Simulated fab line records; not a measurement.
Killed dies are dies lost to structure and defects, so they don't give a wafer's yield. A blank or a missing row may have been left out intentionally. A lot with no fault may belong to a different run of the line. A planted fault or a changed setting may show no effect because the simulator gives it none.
fab line records ; flow n5Finfet
record: lots: 24; wafers: 72; lastDay: 17
route steps=1938 shown BEOL_M2@864
lots that met no fault: taken from a fault-free run of the same line
startH: the number of hours between the record's first day and the start of the first shown wafer of the lot ; waitH: time in hours since the lot's previous step ; " the same as in the row above ; L1.1+2: a row that stands for several wafers ; - no value, or no start was given ; * or withheld: withheld ; < > ~ a bound
route shown NAME@n: NAME is a module with steps in the file, n the number in the route of the first one ; usual: mean/standard deviation of fault-free wafers ; same: alike in all rows ; chamber/n: place in a boat ; sites: each site's reading ; _std_site: how widely they spread, as a standard deviation ; _edge_site: the outer-site mean with the inner-site mean subtracted ; radiusMm: how far each site lies from the wafer's centre ; mask NAME#n: copy n ; behind: tool/chamber where the wafer was last shaped ; hold: why the lot went on hold/how many hours it stayed there/how the hold came to an end ; device: the transistor (n, p or np) that didn't switch ; end of line: tests run on the same wafers once the route is complete ; a step without rows: its recipe alone ; killed: count of dies lost to structure and defects at first sort (not the wafer's yield) ; map: a wafer's dies, x killed, . not, _ none there
set.NAME: the run value of the setting; set.NAME@STEP: its run value at that earlier step ; model.NAME: the simulator's own value behind a step, which no gauge read
one table for each step of the route and one row for each wafer, over a sample of lots
services: the hour from which a tool's chamber was out of use, counted from the record's first day as startH (under 0 if before that day), plus the number of hours and why
== steps ==
step: N5_BEOL_M2_HM_OPEN_17
recipe: chemistry: Cl2/BCl3; targetDepthA: 200; overetchA: 60; target: TiN; maskMaterial: SOC; ionEnergyEv: 150; pressureMtorr: 10; icpW: 1000; biasW: 126; Cl2_flow_sccm: 53.25; bcl3FlowSccm: 21.75; Ar_flow_sccm: 25
usual: drypumpMotorCurrentA: 5.5/0.38; mfcArSccm: 25.01/0.072; oesProductAu: 0.68/0.091; throttleValvePct: 22.09/0.16
lot.wafer;tool;chamber;startH;waitH;drypumpMotorCurrentA;mfcArSccm;oesProductAu;rfHoursCounterH;throttleValvePct
L074.1;rieMetal-03;1;133.40;0.0;6.2;24.97;0.51;139;22.45
L074.2;rieMetal-03;0;133.40;0.0;5.4;25.03;0.61;73;22.16
L074.3;rieMetal-03;1;133.40;0.0;6.2;24.91;0.51;-;22.44
L075.1;rieMetal-03;0;146.88;0.0;5.4;25.00;0.61;74;22.17
L075.3;rieMetal-03;0;146.88;0.0;5.4;24.97;0.61;-;22.17
L075.5;rieMetal-03;0;146.88;0.0;5.4;25.00;0.62;-;22.15
L076.1;rieMetal-02;1;159.91;0.0;5.1;24.99;0.72;17;21.94
L076.4;rieMetal-02;0;159.91;0.0;6.0;25.02;0.52;-;22.37
L076.5;rieMetal-02;0;159.91;0.0;6.0;25.02;0.51;-;22.38
L077.1;rieMetal-02;0;160.14;0.0;6.0;24.92;0.51;134;22.38
L077.3;rieMetal-02;1;160.14;0.0;5.1;24.91;0.71;-;21.96
L077.5;rieMetal-02;1;160.14;0.0;5.1;25.08;0.72;-;21.94
L078.1;rieMetal-03;0;161.41;0.1;5.4;24.99;0.61;77;22.19
L078.5;rieMetal-03;0;161.41;0.1;5.4;25.00;0.61;-;22.20
L078.6;rieMetal-03;0;161.41;0.1;5.4;25.03;0.60;-;22.20
L079.1;rieMetal-01;0;166.31;0.0;5.3;24.99;0.64;55;22.25
L079.3;rieMetal-01;0;166.31;0.0;5.3;24.99;0.64;-;22.23
L079.5;rieMetal-01;0;166.31;0.0;5.3;25.09;0.64;-;22.26
L081.1;rieMetal-02;0;173.68;0.0;6.0;25.02;0.52;135;22.37
L081.3;rieMetal-02;0;173.68;0.0;6.0;25.01;0.51;-;22.37
L081.5;rieMetal-02;1;173.68;0.0;5.1;25.06;0.70;-;21.95
L080.2;rieMetal-01;0;175.78;0.0;5.3;25.10;0.64;55;22.23
L080.3;rieMetal-01;1;175.78;0.0;5.2;25.11;0.76;-;22.03
L080.6;rieMetal-01;0;175.78;0.0;5.3;25.08;0.63;-;22.23
L082.2;rieMetal-03;0;184.04;0.0;5.4;24.94;0.61;79;22.17
L082.3;rieMetal-03;0;184.04;0.0;5.4;25.01;0.60;-;22.18
L082.5;rieMetal-03;0;184.04;0.0;5.4;24.87;0.60;-;22.19
L083.2;rieMetal-02;0;188.97;0.0;6.0;24.96;0.51;136;22.38
L083.3;rieMetal-02;0;188.97;0.0;6.0;24.99;0.51;-;22.39
L083.6;rieMetal-02;0;188.97;0.0;6.0;24.97;0.51;-;22.39
L084.1;rieMetal-02;1;196.28;0.0;5.1;24.87;0.70;20;21.95
L084.5;rieMetal-02;1;196.28;0.0;5.2;24.97;0.70;-;21.96
L084.6;rieMetal-02;1;196.28;0.0;5.2;24.98;0.69;-;21.94
L086.1;rieMetal-03;0;207.66;0.0;5.4;24.99;0.60;81;22.18
L086.3;rieMetal-03;1;207.66;0.0;6.2;24.96;0.82;-;21.85
L086.4;rieMetal-03;0;207.66;0.0;5.4;24.96;0.61;-;22.18
L085.2;rieMetal-03;0;207.86;0.0;5.4;24.97;0.60;81;22.22
L085.3;rieMetal-03;0;207.86;0.0;5.4;24.91;0.59;-;22.20
L085.4;rieMetal-03;1;207.86;0.0;6.2;25.08;0.81;-;21.90
L088.2;rieMetal-02;0;216.58;0.0;6.0;25.04;0.83;0;22.02
L088.3;rieMetal-02;1;216.58;0.0;5.1;25.14;0.68;-;21.97
L088.5;rieMetal-02;1;216.58;0.0;5.2;25.04;0.69;-;21.97
L087.2;rieMetal-01;0;228.71;0.0;5.3;25.01;0.64;61;22.24
L087.3;rieMetal-01;1;228.71;0.0;5.2;24.99;0.75;-;22.04
L087.5;rieMetal-01;1;228.71;0.0;5.2;24.91;0.75;-;22.04
L089.1;rieMetal-03;1;232.22;0.0;6.2;24.94;0.79;5;21.86
L089.2;rieMetal-03;0;232.22;0.0;5.4;25.06;0.60;84;22.20
L089.3;rieMetal-03;1;232.22;0.0;6.2;24.94;0.79;-;21.88
L090.1;rieMetal-02;0;232.76;0.0;6.0;24.97;0.81;1;22.03
L090.5;rieMetal-02;1;232.76;0.0;5.2;25.13;0.69;-;21.95
L090.6;rieMetal-02;0;232.76;0.0;6.0;24.96;0.80;-;22.02
L092.1;rieMetal-02;0;234.61;0.0;6.0;24.95;0.80;2;22.00
L092.2;rieMetal-02;1;234.61;0.0;5.1;25.08;0.69;24;21.97
L092.4;rieMetal-02;1;234.61;0.0;5.1;25.02;0.69;-;21.97
L091.1;rieMetal-02;1;235.94;0.0;5.1;25.01;0.69;24;21.99
L091.3;rieMetal-02;0;235.94;0.0;6.0;24.94;0.80;-;22.03
L091.6;rieMetal-02;0;235.94;0.0;6.0;25.02;0.80;-;22.03
L093.3;rieMetal-01;0;247.82;0.1;5.2;25.05;0.63;-;22.27
L093.5;rieMetal-01;0;247.82;0.1;5.3;24.95;0.63;-;22.27
L093.6;rieMetal-01;1;247.82;0.1;5.2;24.95;0.74;-;22.04
L094.2;rieMetal-01;1;249.18;0.1;5.2;25.02;0.74;-;22.03
L094.5;rieMetal-01;1;249.18;0.1;5.2;25.04;0.75;-;22.03
L094.6;rieMetal-01;1;249.18;0.1;5.2;25.03;0.74;-;22.04
L095.1;rieMetal-03;0;260.86;0.0;5.4;24.92;0.60;87;22.20
L095.2;rieMetal-03;1;260.86;0.0;6.2;24.97;0.77;8;21.89
L095.4;rieMetal-03;1;260.86;0.0;6.2;24.94;0.77;-;21.88
L096.4;rieMetal-01;1;270.43;0.1;5.2;25.14;0.74;-;22.03
L096.5;rieMetal-01;1;270.43;0.1;5.2;24.99;0.73;-;22.03
L096.6;rieMetal-01;1;270.43;0.1;5.2;25.10;0.73;-;22.05
L097.1;rieMetal-01;1;272.45;0.0;5.2;25.16;0.72;22;22.04
L097.2;rieMetal-01;0;272.45;0.0;5.3;24.98;0.63;62;22.27
L097.6;rieMetal-01;1;272.45;0.0;5.2;25.09;0.72;-;22.07
step: N5_BEOL_M2_ANNEAL_82
recipe: tempC: 400; timeS: 240; ambient: vacuum
usual: heaterPowerW: 840/69; susceptor_temp_C_max: 400.9/0.43
lot.wafer;tool;chamber;startH;waitH;heaterPowerW;susceptor_temp_C_max
L074.1;pvdSputter-02;-;136.83;0.0;841;400.9
L074.2;pvdSputter-02;-;136.83;0.0;910;400.9
L074.3;pvdSputter-02;-;136.83;0.0;899;400.7
L075.1;pvdSputter-01;-;150.87;0.0;735;401.0
L075.3;pvdSputter-01;-;150.87;0.0;949;400.7
L075.5;pvdSputter-01;-;150.87;0.0;730;400.6
L076.1;pvdSputter-02;-;167.18;0.0;871;400.4
L076.4;pvdSputter-02;-;167.18;0.0;885;400.5
L076.5;pvdSputter-02;-;167.18;0.0;868;400.8
L077.1;pvdSputter-03;-;168.89;0.0;868;401.2
L077.3;pvdSputter-03;-;168.89;0.0;861;400.9
L077.5;pvdSputter-03;-;168.89;0.0;800;401.6
L078.1;pvdSputter-03;-;173.15;0.0;804;401.7
L078.5;pvdSputter-03;-;173.15;0.0;889;400.6
L078.6;pvdSputter-03;-;173.15;0.0;844;401.0
L079.1;pvdSputter-02;-;173.40;0.0;861;400.6
L079.3;pvdSputter-02;-;173.40;0.0;832;400.5
L079.5;pvdSputter-02;-;173.40;0.0;858;400.4
L080.2;pvdSputter-03;-;179.97;0.0;771;401.5
L080.3;pvdSputter-03;-;179.97;0.0;849;401.3
L080.6;pvdSputter-03;-;179.97;0.0;881;400.5
L081.1;pvdSputter-03;-;181.81;0.0;854;400.7
L081.3;pvdSputter-03;-;181.81;0.0;713;400.9
L081.5;pvdSputter-03;-;181.81;0.0;885;400.8
L082.2;pvdSputter-02;-;189.85;0.0;897;400.7
L082.3;pvdSputter-02;-;189.85;0.0;870;400.9
L082.5;pvdSputter-02;-;189.85;0.0;879;400.5
L083.2;pvdSputter-01;-;195.05;0.0;923;401.1
L083.3;pvdSputter-01;-;195.05;0.0;737;400.6
L083.6;pvdSputter-01;-;195.05;0.0;735;401.3
L084.1;pvdSputter-01;-;203.50;0.0;800;401.5
L084.5;pvdSputter-01;-;203.50;0.0;804;401.4
L084.6;pvdSputter-01;-;203.50;0.0;740;400.9
L086.1;pvdSputter-02;-;212.97;0.0;908;400.4
L086.3;pvdSputter-02;-;212.97;0.0;868;400.8
L086.4;pvdSputter-02;-;212.97;0.0;827;400.9
L085.2;pvdSputter-03;-;216.17;0.0;799;402.1
L085.3;pvdSputter-03;-;216.17;0.0;844;400.9
L085.4;pvdSputter-03;-;216.17;0.0;711;400.9
L088.2;pvdSputter-01;-;224.68;0.0;959;400.8
L088.3;pvdSputter-01;-;224.68;0.0;930;400.9
L088.5;pvdSputter-01;-;224.68;0.0;954;401.2
L087.2;pvdSputter-03;-;233.87;0.0;858;400.7
L087.3;pvdSputter-03;-;233.87;0.0;700;400.7
L087.5;pvdSputter-03;-;233.87;0.0;792;402.4
L089.1;pvdSputter-03;-;238.07;0.0;712;400.6
L089.2;pvdSputter-03;-;238.07;0.0;859;400.9
L089.3;pvdSputter-03;-;238.07;0.0;880;400.7
L090.1;pvdSputter-01;-;239.75;0.0;725;401.0
L090.5;pvdSputter-01;-;239.75;0.0;948;400.2
L090.6;pvdSputter-01;-;239.75;0.0;917;401.0
L092.1;pvdSputter-02;-;240.01;0.0;837;400.4
L092.2;pvdSputter-02;-;240.01;0.0;852;400.5
L092.4;pvdSputter-02;-;240.01;0.0;901;400.3
L091.1;pvdSputter-03;-;245.58;0.0;856;400.3
L091.3;pvdSputter-03;-;245.58;0.0;771;401.6
L091.6;pvdSputter-03;-;245.58;0.0;864;400.6
L093.3;pvdSputter-01;-;257.75;0.0;940;400.8
L093.5;pvdSputter-01;-;257.75;0.0;822;401.3
L093.6;pvdSputter-01;-;257.75;0.0;723;401.0
L094.2;pvdSputter-02;-;263.00;0.0;834;401.4
L094.5;pvdSputter-02;-;263.00;0.0;863;401.1
L094.6;pvdSputter-02;-;263.00;0.0;874;400.3
L095.1;pvdSputter-03;-;273.10;0.0;697;400.9
L095.2;pvdSputter-03;-;273.10;0.0;790;401.2
L095.4;pvdSputter-03;-;273.10;0.0;878;400.7
L096.4;pvdSputter-02;-;273.68;0.0;922;400.5
L096.5;pvdSputter-02;-;273.68;0.0;886;400.1
L096.6;pvdSputter-02;-;273.68;0.0;926;400.6
L097.1;pvdSputter-03;-;276.20;0.0;859;400.8
L097.2;pvdSputter-03;-;276.20;0.0;781;401.8
L097.6;pvdSputter-03;-;276.20;0.0;721;401.8
step: N5_BEOL_M2_ANNEAL_87
recipe: tempC: 400; timeS: 240; ambient: vacuum
usual: heaterPowerW: 840/70; susceptor_temp_C_max: 400.9/0.43
lot.wafer;tool;chamber;startH;waitH;heaterPowerW;susceptor_temp_C_max
L074.1;pvdSputter-02;-;137.05;0.0;829;400.8
L074.2;pvdSputter-02;-;137.05;0.0;920;400.5
L074.3;pvdSputter-02;-;137.05;0.0;885;400.4
L075.1;pvdSputter-01;-;151.09;0.0;737;400.7
L075.3;pvdSputter-01;-;151.09;0.0;933;400.8
L075.5;pvdSputter-01;-;151.09;0.0;722;401.2
L076.1;pvdSputter-02;-;167.40;0.0;862;400.4
L076.4;pvdSputter-02;-;167.40;0.0;874;400.1
L076.5;pvdSputter-02;-;167.40;0.0;888;400.7
L077.1;pvdSputter-03;-;169.11;0.0;864;401.1
L077.3;pvdSputter-03;-;169.11;0.0;858;401.2
L077.5;pvdSputter-03;-;169.11;0.0;793;402.2
L078.1;pvdSputter-03;-;173.37;0.0;785;403.2
L078.5;pvdSputter-03;-;173.37;0.0;880;401.0
L078.6;pvdSputter-03;-;173.37;0.0;851;400.7
L079.1;pvdSputter-02;-;173.62;0.0;896;400.7
L079.3;pvdSputter-02;-;173.62;0.0;848;401.1
L079.5;pvdSputter-02;-;173.62;0.0;857;400.2
L080.2;pvdSputter-03;-;180.19;0.0;793;401.2
L080.3;pvdSputter-03;-;180.19;0.0;852;400.7
L080.6;pvdSputter-03;-;180.19;0.0;841;400.9
L081.1;pvdSputter-03;-;182.03;0.0;870;400.6
L081.3;pvdSputter-03;-;182.03;0.0;712;400.9
L081.5;pvdSputter-03;-;182.03;0.0;868;401.1
L082.2;pvdSputter-02;-;190.07;0.0;915;400.9
L082.3;pvdSputter-02;-;190.07;0.0;841;400.3
L082.5;pvdSputter-02;-;190.07;0.0;891;400.2
L083.2;pvdSputter-01;-;195.27;0.0;946;401.3
L083.3;pvdSputter-01;-;195.27;0.0;741;401.3
L083.6;pvdSputter-01;-;195.27;0.0;743;400.6
L084.1;pvdSputter-01;-;203.72;0.0;780;401.1
L084.5;pvdSputter-01;-;203.72;0.0;796;400.9
L084.6;pvdSputter-01;-;203.72;0.0;711;400.8
L086.1;pvdSputter-02;-;213.19;0.0;906;400.7
L086.3;pvdSputter-02;-;213.19;0.0;867;400.7
L086.4;pvdSputter-02;-;213.19;0.0;838;400.7
L085.2;pvdSputter-03;-;216.39;0.0;783;401.9
L085.3;pvdSputter-03;-;216.39;0.0;874;400.8
L085.4;pvdSputter-03;-;216.39;0.0;702;400.9
L088.2;pvdSputter-01;-;224.90;0.0;954;400.6
L088.3;pvdSputter-01;-;224.90;0.0;931;400.8
L088.5;pvdSputter-01;-;224.90;0.0;943;400.7
L087.2;pvdSputter-03;-;234.09;0.0;853;401.2
L087.3;pvdSputter-03;-;234.09;0.0;693;400.8
L087.5;pvdSputter-03;-;234.09;0.0;794;401.8
L089.1;pvdSputter-03;-;238.29;0.0;702;400.5
L089.2;pvdSputter-03;-;238.29;0.0;829;401.0
L089.3;pvdSputter-03;-;238.29;0.0;893;400.6
L090.1;pvdSputter-01;-;239.97;0.0;749;400.8
L090.5;pvdSputter-01;-;239.97;0.0;953;400.6
L090.6;pvdSputter-01;-;239.97;0.0;916;400.6
L092.1;pvdSputter-02;-;240.23;0.0;838;401.2
L092.2;pvdSputter-02;-;240.23;0.0;895;400.4
L092.4;pvdSputter-02;-;240.23;0.0;931;400.9
L091.1;pvdSputter-03;-;245.80;0.0;863;400.8
L091.3;pvdSputter-03;-;245.80;0.0;781;402.4
L091.6;pvdSputter-03;-;245.80;0.0;846;400.8
L093.3;pvdSputter-01;-;257.97;0.0;946;400.9
L093.5;pvdSputter-01;-;257.97;0.0;790;401.2
L093.6;pvdSputter-01;-;257.97;0.0;746;400.6
L094.2;pvdSputter-02;-;263.22;0.0;841;401.2
L094.5;pvdSputter-02;-;263.22;0.0;837;400.6
L094.6;pvdSputter-02;-;263.22;0.0;841;400.4
L095.1;pvdSputter-03;-;273.32;0.0;702;401.2
L095.2;pvdSputter-03;-;273.32;0.0;773;401.6
L095.4;pvdSputter-03;-;273.32;0.0;864;400.7
L096.4;pvdSputter-02;-;273.90;0.0;910;400.7
L096.5;pvdSputter-02;-;273.90;0.0;863;400.7
L096.6;pvdSputter-02;-;273.90;0.0;928;400.5
L097.1;pvdSputter-03;-;276.42;0.0;860;400.4
L097.2;pvdSputter-03;-;276.42;0.0;788;401.6
L097.6;pvdSputter-03;-;276.42;0.0;721;401.1
step: N5_BEOL_M2_SPUTTER_88
recipe: material: Cu; targetThkA: 45; tempC: -20; chamberPressurePa: 0.07; powerW: withheld; timeS: 8.29
usual: throttleValvePct: 29.9/1.2
lot.wafer;tool;chamber;startH;waitH;throttleValvePct
L074.1;pvdSputter-02;-;137.19;0.1;30.9
L074.2;pvdSputter-02;-;137.19;0.1;31.0
L074.3;pvdSputter-02;-;137.19;0.1;30.8
L075.1;pvdSputter-01;-;151.23;0.1;30.5
L075.3;pvdSputter-01;-;151.23;0.1;28.0
L075.5;pvdSputter-01;-;151.23;0.1;30.6
L076.1;pvdSputter-02;-;167.54;0.1;31.0
L076.4;pvdSputter-02;-;167.54;0.1;31.0
L076.5;pvdSputter-02;-;167.54;0.1;31.0
L077.1;pvdSputter-03;-;169.25;0.1;30.6
L077.3;pvdSputter-03;-;169.25;0.1;28.6
L077.5;pvdSputter-03;-;169.25;0.1;28.7
L078.1;pvdSputter-03;-;173.51;0.1;28.8
L078.5;pvdSputter-03;-;173.51;0.1;30.7
L078.6;pvdSputter-03;-;173.51;0.1;28.5
L079.1;pvdSputter-02;-;173.76;0.1;31.1
L079.3;pvdSputter-02;-;173.76;0.1;30.9
L079.5;pvdSputter-02;-;173.76;0.1;30.9
L080.2;pvdSputter-03;-;180.33;0.1;28.9
L080.3;pvdSputter-03;-;180.33;0.1;28.3
L080.6;pvdSputter-03;-;180.33;0.1;28.4
L081.1;pvdSputter-03;-;182.17;0.1;28.4
L081.3;pvdSputter-03;-;182.17;0.1;28.5
L081.5;pvdSputter-03;-;182.17;0.1;30.7
L082.2;pvdSputter-02;-;190.21;0.1;30.9
L082.3;pvdSputter-02;-;190.21;0.1;30.9
L082.5;pvdSputter-02;-;190.21;0.1;30.9
L083.2;pvdSputter-01;-;195.41;0.1;28.0
L083.3;pvdSputter-01;-;195.41;0.1;30.7
L083.6;pvdSputter-01;-;195.41;0.1;30.4
L084.1;pvdSputter-01;-;203.86;0.1;31.8
L084.5;pvdSputter-01;-;203.86;0.1;31.9
L084.6;pvdSputter-01;-;203.86;0.1;30.3
L086.1;pvdSputter-02;-;213.33;0.1;30.8
L086.3;pvdSputter-02;-;213.33;0.1;30.8
L086.4;pvdSputter-02;-;213.33;0.1;30.8
L085.2;pvdSputter-03;-;216.53;0.1;28.8
L085.3;pvdSputter-03;-;216.53;0.1;28.3
L085.4;pvdSputter-03;-;216.53;0.1;28.5
L088.2;pvdSputter-01;-;225.04;0.1;29.2
L088.3;pvdSputter-01;-;225.04;0.1;27.6
L088.5;pvdSputter-01;-;225.04;0.1;27.7
L087.2;pvdSputter-03;-;234.23;0.1;28.6
L087.3;pvdSputter-03;-;234.23;0.1;28.6
L087.5;pvdSputter-03;-;234.23;0.1;28.9
L089.1;pvdSputter-03;-;238.43;0.1;28.5
L089.2;pvdSputter-03;-;238.43;0.1;28.4
L089.3;pvdSputter-03;-;238.43;0.1;31.0
L090.1;pvdSputter-01;-;240.11;0.1;30.5
L090.5;pvdSputter-01;-;240.11;0.1;29.1
L090.6;pvdSputter-01;-;240.11;0.1;27.7
L092.1;pvdSputter-02;-;240.37;0.1;30.9
L092.2;pvdSputter-02;-;240.37;0.1;30.9
L092.4;pvdSputter-02;-;240.37;0.1;30.9
L091.1;pvdSputter-03;-;245.94;0.1;28.6
L091.3;pvdSputter-03;-;245.94;0.1;28.6
L091.6;pvdSputter-03;-;245.94;0.1;28.3
L093.3;pvdSputter-01;-;258.11;0.1;29.2
L093.5;pvdSputter-01;-;258.11;0.1;31.8
L093.6;pvdSputter-01;-;258.11;0.1;30.5
L094.2;pvdSputter-02;-;263.36;0.1;31.0
L094.5;pvdSputter-02;-;263.36;0.1;30.7
L094.6;pvdSputter-02;-;263.36;0.1;31.1
L095.1;pvdSputter-03;-;273.46;0.1;28.2
L095.2;pvdSputter-03;-;273.46;0.1;28.9
L095.4;pvdSputter-03;-;273.46;0.1;30.8
L096.4;pvdSputter-02;-;274.04;0.1;30.6
L096.5;pvdSputter-02;-;274.04;0.1;30.8
L096.6;pvdSputter-02;-;274.04;0.1;31.1
L097.1;pvdSputter-03;-;276.56;0.1;28.6
L097.2;pvdSputter-03;-;276.56;0.1;28.6
L097.6;pvdSputter-03;-;276.56;0.1;28.6
step: N5_BEOL_M2_SPUTTER_92
recipe: material: Cu; targetThkA: 45; tempC: -20; chamberPressurePa: 0.07; powerW: withheld; timeS: 8.29
usual: throttleValvePct: 29.9/1.2
lot.wafer;tool;chamber;startH;waitH;throttleValvePct
L074.1;pvdSputter-02;-;137.63;0.1;30.9
L074.2;pvdSputter-02;-;137.63;0.1;30.8
L074.3;pvdSputter-02;-;137.63;0.1;31.1
L075.1;pvdSputter-01;-;151.67;0.1;30.6
L075.3;pvdSputter-01;-;151.67;0.1;28.1
L075.5;pvdSputter-01;-;151.67;0.1;30.4
L076.1;pvdSputter-02;-;167.98;0.1;30.9
L076.4;pvdSputter-02;-;167.98;0.1;30.9
L076.5;pvdSputter-02;-;167.98;0.1;31.0
L077.1;pvdSputter-03;-;169.69;0.1;30.7
L077.3;pvdSputter-03;-;169.69;0.1;28.4
L077.5;pvdSputter-03;-;169.69;0.1;28.7
L078.1;pvdSputter-03;-;173.95;0.1;28.8
L078.5;pvdSputter-03;-;173.95;0.1;30.6
L078.6;pvdSputter-03;-;173.95;0.1;28.4
L079.1;pvdSputter-02;-;174.20;0.1;30.9
L079.3;pvdSputter-02;-;174.20;0.1;31.0
L079.5;pvdSputter-02;-;174.20;0.1;30.7
L080.2;pvdSputter-03;-;180.77;0.1;28.5
L080.3;pvdSputter-03;-;180.77;0.1;28.3
L080.6;pvdSputter-03;-;180.77;0.1;28.4
L081.1;pvdSputter-03;-;182.61;0.1;28.5
L081.3;pvdSputter-03;-;182.61;0.1;28.5
L081.5;pvdSputter-03;-;182.61;0.1;30.6
L082.2;pvdSputter-02;-;190.65;0.1;30.8
L082.3;pvdSputter-02;-;190.65;0.1;30.6
L082.5;pvdSputter-02;-;190.65;0.1;30.9
L083.2;pvdSputter-01;-;195.85;0.1;28.3
L083.3;pvdSputter-01;-;195.85;0.1;30.4
L083.6;pvdSputter-01;-;195.85;0.1;30.5
L084.1;pvdSputter-01;-;204.30;0.1;31.6
L084.5;pvdSputter-01;-;204.30;0.1;31.5
L084.6;pvdSputter-01;-;204.30;0.1;30.8
L086.1;pvdSputter-02;-;213.77;0.1;30.8
L086.3;pvdSputter-02;-;213.77;0.1;31.0
L086.4;pvdSputter-02;-;213.77;0.1;30.7
L085.2;pvdSputter-03;-;216.97;0.1;28.8
L085.3;pvdSputter-03;-;216.97;0.1;28.3
L085.4;pvdSputter-03;-;216.97;0.1;28.7
L088.2;pvdSputter-01;-;225.48;0.1;28.9
L088.3;pvdSputter-01;-;225.48;0.1;27.8
L088.5;pvdSputter-01;-;225.48;0.1;27.5
L087.2;pvdSputter-03;-;234.67;0.1;28.4
L087.3;pvdSputter-03;-;234.67;0.1;28.7
L087.5;pvdSputter-03;-;234.67;0.1;28.6
L089.1;pvdSputter-03;-;238.87;0.1;28.4
L089.2;pvdSputter-03;-;238.87;0.1;28.4
L089.3;pvdSputter-03;-;238.87;0.1;30.8
L090.1;pvdSputter-01;-;240.55;0.1;30.4
L090.5;pvdSputter-01;-;240.55;0.1;28.8
L090.6;pvdSputter-01;-;240.55;0.1;28.1
L092.1;pvdSputter-02;-;240.81;0.1;30.6
L092.2;pvdSputter-02;-;240.81;0.1;31.1
L092.4;pvdSputter-02;-;240.81;0.1;31.1
L091.1;pvdSputter-03;-;246.38;0.1;28.4
L091.3;pvdSputter-03;-;246.38;0.1;28.6
L091.6;pvdSputter-03;-;246.38;0.1;28.4
L093.3;pvdSputter-01;-;258.55;0.1;29.0
L093.5;pvdSputter-01;-;258.55;0.1;31.5
L093.6;pvdSputter-01;-;258.55;0.1;30.3
L094.2;pvdSputter-02;-;263.80;0.1;31.3
L094.5;pvdSputter-02;-;263.80;0.1;30.9
L094.6;pvdSputter-02;-;263.80;0.1;30.9
L095.1;pvdSputter-03;-;273.90;0.1;28.5
L095.2;pvdSputter-03;-;273.90;0.1;28.8
L095.4;pvdSputter-03;-;273.90;0.1;30.6
L096.4;pvdSputter-02;-;274.48;0.1;31.0
L096.5;pvdSputter-02;-;274.48;0.1;30.9
L096.6;pvdSputter-02;-;274.48;0.1;31.0
L097.1;pvdSputter-03;-;277.00;0.1;28.5
L097.2;pvdSputter-03;-;277.00;0.1;28.6
L097.6;pvdSputter-03;-;277.00;0.1;28.2
step: N5_BEOL_M2_PRE_CLEAN_60
recipe: gas: NH3/H2; timeS: 15; tempC: *; rfPowerW: 300
usual: heaterPowerW: 80/9.8
lot.wafer;tool;chamber;startH;waitH;heaterPowerW
L074.1;cvdCo-02;1;138.89;0.0;69
L074.2;cvdCo-02;0;138.89;0.0;75
L074.3;cvdCo-02;2;138.89;0.0;89
L075.1;cvdCo-02;1;152.95;0.0;72
L075.3;cvdCo-02;0;152.95;0.0;73
L075.5;cvdCo-02;1;152.95;0.0;70
L076.1;cvdCo-02;1;169.40;0.0;70
L076.4;cvdCo-02;2;169.40;0.0;86
L076.5;cvdCo-02;1;169.40;0.0;70
L077.1;cvdCo-02;1;170.97;0.0;71
L077.3;cvdCo-02;0;170.97;0.0;75
L077.5;cvdCo-02;2;170.97;0.0;88
L078.1;cvdCo-01;1;175.21;0.0;89
L078.5;cvdCo-01;1;175.21;0.0;94
L078.6;cvdCo-01;2;175.21;0.0;97
L079.1;cvdCo-02;0;175.52;0.0;76
L079.3;cvdCo-02;2;175.52;0.0;87
L079.5;cvdCo-02;2;175.52;0.0;87
L080.2;cvdCo-02;2;182.03;0.0;87
L080.3;cvdCo-02;1;182.03;0.0;72
L080.6;cvdCo-02;2;182.03;0.0;85
L081.1;cvdCo-02;2;183.93;0.1;89
L081.3;cvdCo-02;0;183.93;0.1;73
L081.5;cvdCo-02;2;183.93;0.1;88
L082.2;cvdCo-02;1;192.11;0.0;74
L082.3;cvdCo-02;0;192.11;0.0;75
L082.5;cvdCo-02;2;192.11;0.0;89
L083.2;cvdCo-02;1;197.12;0.0;71
L083.3;cvdCo-02;2;197.12;0.0;89
L083.6;cvdCo-02;2;197.12;0.0;87
L084.1;cvdCo-02;0;205.59;0.0;76
L084.5;cvdCo-02;2;205.59;0.0;87
L084.6;cvdCo-02;0;205.59;0.0;76
L086.1;cvdCo-01;0;215.63;0.1;66
L086.3;cvdCo-01;2;215.63;0.1;94
L086.4;cvdCo-01;2;215.63;0.1;96
L085.2;cvdCo-01;0;218.24;0.0;65
L085.3;cvdCo-01;1;218.24;0.0;92
L085.4;cvdCo-01;2;218.24;0.0;96
L088.2;cvdCo-02;0;226.87;0.0;75
L088.3;cvdCo-02;1;226.87;0.0;71
L088.5;cvdCo-02;2;226.87;0.0;89
L087.2;cvdCo-01;0;236.02;0.1;66
L087.3;cvdCo-01;2;236.02;0.1;96
L087.5;cvdCo-01;0;236.02;0.1;66
L089.1;cvdCo-02;1;240.34;0.0;72
L089.2;cvdCo-02;0;240.34;0.0;77
L089.3;cvdCo-02;2;240.34;0.0;86
L090.1;cvdCo-02;2;241.82;0.0;89
L090.5;cvdCo-02;0;241.82;0.0;77
L090.6;cvdCo-02;1;241.82;0.0;71
L092.1;cvdCo-01;2;242.08;0.0;98
L092.2;cvdCo-01;0;242.08;0.0;66
L092.4;cvdCo-01;2;242.08;0.0;98
L091.1;cvdCo-02;2;247.64;0.0;87
L091.3;cvdCo-02;0;247.64;0.0;75
L091.6;cvdCo-02;2;247.64;0.0;89
L093.3;cvdCo-02;2;260.61;0.2;88
L093.5;cvdCo-02;2;260.61;0.2;91
L093.6;cvdCo-02;0;260.61;0.2;74
L094.2;cvdCo-01;2;265.07;0.0;101
L094.5;cvdCo-01;0;265.07;0.0;65
L094.6;cvdCo-01;1;265.07;0.0;92
L095.1;cvdCo-02;0;275.27;0.0;77
L095.2;cvdCo-02;1;275.27;0.0;72
L095.4;cvdCo-02;0;275.27;0.0;75
L096.4;cvdCo-02;1;276.04;0.1;73
L096.5;cvdCo-02;0;276.04;0.1;75
L096.6;cvdCo-02;2;276.04;0.1;87
L097.1;cvdCo-01;0;279.09;0.0;66
L097.2;cvdCo-01;2;279.09;0.0;95
L097.6;cvdCo-01;2;279.09;0.0;97
== services ==
tool;chamber;startH;hours;kind
cvdCo-02;1;114.67;-;clean
cvdCo-02;1;114.67;22.0;scheduledDown
cvdCo-02;1;114.67;22.0;ventCycle
pvdSputter-02;-;114.88;19.9;repair
rieMetal-01;-;124.67;2.8;pm
cvdCo-02;-;139.54;1.1;repair
pvdSputter-01;-;143.08;4.3;repair
rieMetal-03;1;145.75;-;clean
rieMetal-03;1;145.75;24.8;scheduledDown
rieMetal-03;1;145.75;24.8;ventCycle
rieMetal-03;1;171.39;9.5;repair
rieMetal-01;1;181.95;1.7;repair
rieMetal-02;0;191.91;-;clean
rieMetal-02;0;191.91;22.7;scheduledDown
rieMetal-02;0;191.91;22.7;ventCycle
cvdCo-02;-;209.75;6.0;pm
rieMetal-01;-;231.41;5.1;repair
rieMetal-01;0;248.82;21.7;repair
rieMetal-02;-;249.19;2.8;pm
cvdCo-02;-;258.29;2.3;repair
cvdCo-02;-;276.57;2.8;pm
rieMetal-03;-;277.13;0.7;repair
rieMetal-01;-;277.25;0.9;repair
== key ==
fault none
